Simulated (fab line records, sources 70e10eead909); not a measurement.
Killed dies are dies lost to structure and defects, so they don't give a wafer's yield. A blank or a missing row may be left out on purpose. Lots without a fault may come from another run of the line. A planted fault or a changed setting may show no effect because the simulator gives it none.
Which tool did it? | flow nand_harc | 6 lots, 18 wafers sampled, at 5 steps of a route of 1302

WHAT THE GAUGES READ, wafer by wafer
NHARC_END_SORT_01.
lot | measured | on | defect_limited_yield (%)

WHICH TOOL RAN EACH LOT (tool, then ch and the chambers of the sampled wafers, then the start)
lot  | NHARC_A_BONDPAD_ANNEAL_28        | NHARC_THIN_TSV_ETCH_44             | NHARC_THIN_TSV_STRIP_45              | NHARC_THIN_TSV_DEP_47
L463 | rtp_anneal-01 ch 0, day 23 15:50 | rie_diel-02 ch 0,1,3, day 24 08:28 | plasma_asher-01 ch 0,1, day 24 09:05 | pecvd-03 ch 0,2, day 24 09:53
L478 | rtp_anneal-02 ch 0, day 29 08:50 | rie_diel-09 ch 0,1,2, day 30 00:04 | plasma_asher-02 ch 1, day 30 00:51   | pecvd-01 ch 0,1, day 30 01:38
L479 | rtp_anneal-02 ch 0, day 29 15:22 | rie_diel-10 ch 1,2,3, day 30 04:55 | plasma_asher-02 ch 0,1, day 30 05:43 | pecvd-01 ch 0,2, day 30 06:34
L480 | rtp_anneal-01 ch 0, day 30 17:33 | rie_diel-10 ch 0,1,3, day 31 08:26 | plasma_asher-01 ch 0,1, day 31 09:03 | pecvd-02 ch 1,2, day 31 09:54
L484 | rtp_anneal-01 ch 0, day 32 11:58 | rie_diel-10 ch 1,2,3, day 33 04:42 | plasma_asher-02 ch 0,1, day 33 05:25 | pecvd-03 ch 1,2, day 33 06:07
L486 | rtp_anneal-02 ch 0, day 32 21:59 | rie_diel-09 ch 0,2,3, day 33 11:41 | plasma_asher-01 ch 0,1, day 33 12:34 | pecvd-01 ch 0,2, day 33 13:22
- NHARC_A_BONDPAD_ANNEAL_28: time 90 s.
- NHARC_THIN_TSV_ETCH_44: etches the open film in CF4/O2, target depth 1594.2 nm, time 797.1 s.
- NHARC_THIN_TSV_STRIP_45: strips in O2.
- NHARC_THIN_TSV_DEP_47: deposits SiO2, target thk 200 nm.

THE ANSWER, worked out from the rows above alone
Rule: what is usual is taken from the lots themselves. Put in order of their means at a reading, lots are off if they are a third of the lots or fewer, leave a main group of 4 or more, and stand apart from it by a gap of 3 or more times the standard deviation of the main group's means; of several such gaps the widest counts. A main group whose means are all the same, to the digits that the tables above print for the reading, isn't used. A lot without any number at a reading at which 4 lots or more have one is off too. The other lots that the step has rows for count as sound.
No lot is off at any reading shown: from this, nothing can be told.

WHAT THE SIMULATOR HAD PUT IN
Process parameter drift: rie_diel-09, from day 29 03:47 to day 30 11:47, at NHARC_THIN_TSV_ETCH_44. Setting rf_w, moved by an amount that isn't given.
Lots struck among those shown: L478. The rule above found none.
